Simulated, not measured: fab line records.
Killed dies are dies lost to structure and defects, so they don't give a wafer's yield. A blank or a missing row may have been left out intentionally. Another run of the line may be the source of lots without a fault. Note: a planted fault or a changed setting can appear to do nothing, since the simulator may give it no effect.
Chamber matching | flow nand-harc | rie-diel-09 running NHARC_P_M2_ETCH_35: 4 sister chambers
The step etches the open film in N2/H2, target depth 40 nm, overetch 12 nm, time 43.94 s. 18 wafers are shown with their chamber, then 9 later ones without.

## EACH WAFER AND ITS CHAMBER
wafer  | chamber | showerhead-plenum-p-Torr (Torr) | drypump-motor-current-A (A) | oes-product-au (a.u.)
L074.2 | 1       | 2.06                            | 5.4                         | 0.996
L074.3 | 2       | 2.14                            | 5.4                         | 0.994
L074.5 | 3       | 2.09                            | 6.2                         | 0.991
L076.2 | 0       | 2.15                            | 5.6                         | 1.014
L076.4 | 3       | 2.09                            | 6.1                         | 1.004
L076.5 | 0       | 2.15                            | 5.6                         | 1.022
L079.3 | 0       | 2.15                            | 5.6                         | 1.014
L079.4 | 3       | 2.09                            | 6.1                         | 0.998
L079.5 | 1       | 2.06                            | 5.4                         | 0.999
L081.2 | 3       | 2.09                            | 6.1                         | 1.005
L081.4 | 2       | 2.14                            | 5.3                         | 0.996
L081.5 | 2       | 2.14                            | 5.3                         | 0.997
L087.1 | 1       | 2.05                            | 5.4                         | 0.988
L087.2 | 2       | 2.14                            | 5.3                         | 0.998
L087.6 | 3       | 2.09                            | 6.1                         | 0.989
L090.1 | 3       | 2.09                            | 6.1                         | 0.993
L090.3 | 0       | 2.15                            | 5.6                         | 1.033
L090.4 | 1       | 2.05                            | 5.4                         | 0.999

SIGNATURES (averages over the wafers above)
reading                  | chamber 0 | chamber 1 | chamber 2 | chamber 3 | scatter within a chamber
showerhead-plenum-p-Torr | 2.1500    | 2.0550    | 2.1400    | 2.0900    | 0.00267
drypump-motor-current-A  | 5.600     | 5.400     | 5.325     | 6.117     | 0.0336
oes-product-au           | 1.02075   | 0.99550   | 0.99625   | 0.99667   | 0.00633
Rule: for each reading, subtract the chamber's mean from the wafer's reading, divide by that reading's scatter and square the result; add these up over the readings and take the root, which gives the wafer's distance from the chamber. If the next closest chamber is less than 2 further off than the closest, the wafer can't be placed; otherwise it belongs to the closest. How the scatter is found: for the shown wafers, subtract from each reading the mean of its chamber, square and add these, divide the total by (wafers less chambers), then take the root.

## WAFERS WITHOUT THEIR CHAMBER
wafer  | showerhead-plenum-p-Torr (Torr) | drypump-motor-current-A (A) | oes-product-au (a.u.)
L094.1 | 2.14                            | 5.3                         | 0.997
L094.4 | 2.09                            | 6.1                         | 1.000
L094.5 | 2.14                            | 5.3                         | 0.990
L096.1 | 2.14                            | 5.3                         | 0.985
L096.5 | 2.09                            | 6.1                         | 0.988
L096.6 | 2.14                            | 5.3                         | 0.985
L097.1 | 2.14                            | 5.3                         | 0.983
L097.3 | 2.05                            | 5.4                         | 1.002
L097.4 | 2.09                            | 6.1                         | 1.005

## WHICH CHAMBER EACH ONE RAN IN
wafer  | from the rows above | in truth
L094.1 | 2                   | 2
L094.4 | 3                   | 3
L094.5 | 2                   | 2
L096.1 | 2                   | 2
L096.5 | 3                   | 3
L096.6 | 2                   | 2
L097.1 | 2                   | 2
L097.3 | 1                   | 1
L097.4 | 3                   | 3
Placed correctly: 9 of 9. Not placeable from these rows: 0. Number placed wrongly: 0.
